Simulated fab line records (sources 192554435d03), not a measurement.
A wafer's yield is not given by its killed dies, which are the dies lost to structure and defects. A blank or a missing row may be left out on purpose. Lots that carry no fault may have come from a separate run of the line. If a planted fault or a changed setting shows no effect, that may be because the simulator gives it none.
Matching of chambers | flow n5Finfet | N5_BEOL_M0_ETCH_109 on rieDiel-04 has 4 sister chambers
The step etches SiCN in CH3F/O2, target depth 8 nm, overetch 2.4 nm, time 27.4 s. 14 wafers are shown with their chamber, then 7 later ones without.

WAFERS WITH THEIR CHAMBER
wafer  | chamber | showerheadPlenumPTorr (Torr) | drypumpMotorCurrentA (A) | oesProductAu (a.u.)
L079.1 | 0       | 1.96                         | 5.0                      | 0.76
L079.2 | 3       | 2.02                         | 6.3                      | 0.70
L079.3 | 1       | 2.06                         | 5.8                      | 0.60
L081.1 | 0       | 1.96                         | 5.0                      | 0.73
L081.5 | 2       | 2.12                         | 6.3                      | 0.70
L081.6 | 3       | 2.02                         | 6.3                      | 0.71
L084.1 | 1       | 2.06                         | 5.8                      | 0.58
L084.2 | 0       | 1.95                         | 4.9                      | 0.73
L084.3 | 3       | 2.02                         | 6.3                      | 0.69
L088.1 | 3       | 2.02                         | 6.3                      | 0.69
L088.2 | 2       | 2.11                         | 6.3                      | 0.68
L088.5 | 1       | 2.06                         | 5.8                      | 0.59
L087.3 | 2       | 2.11                         | 6.3                      | 0.67
L087.4 | 2       | 2.11                         | 6.2                      | 0.69

SIGNATURES, as means of the wafers listed above
reading               | chamber 0 | chamber 1 | chamber 2 | chamber 3 | scatter within a chamber
showerheadPlenumPTorr | 1.9567    | 2.0600    | 2.1125    | 2.0200    | 0.00376
drypumpMotorCurrentA  | 4.967     | 5.800     | 6.275     | 6.300     | 0.0376
oesProductAu          | 0.7400    | 0.5900    | 0.6850    | 0.6975    | 0.0125
Rule: distance of a wafer from a chamber = root of the sum over the readings of ((wafer's reading minus chamber's mean) / reading's scatter) squared. The wafer belongs to the nearest chamber; if the next one is less than 2 further off, it can't be placed. The scatter is the square root of a quotient: the sum, over the shown wafers, of each reading's squared deviation from its chamber's mean, divided by wafers minus chambers.

WAFERS WHOSE CHAMBER IS MISSING
wafer  | showerheadPlenumPTorr (Torr) | drypumpMotorCurrentA (A) | oesProductAu (a.u.)
L087.5 | 2.06                         | 5.8                      | 0.60
L092.1 | 2.01                         | 6.3                      | 0.70
L092.4 | 2.01                         | 6.3                      | 0.68
L092.6 | 2.11                         | 6.3                      | 0.69
L095.1 | 2.01                         | 6.2                      | 0.69
L095.2 | 2.11                         | 6.3                      | 0.67
L095.5 | 1.95                         | 5.0                      | 0.72

WHICH CHAMBER EACH ONE RAN IN
wafer  | from the rows above | in truth
L087.5 | 1                   | 1
L092.1 | 3                   | 3
L092.4 | 3                   | 3
L092.6 | 2                   | 2
L095.1 | 3                   | 3
L095.2 | 2                   | 2
L095.5 | 0                   | 0
Placed correctly: 7 of 7. Left unplaced by these rows: 0. 0 placed wrongly.
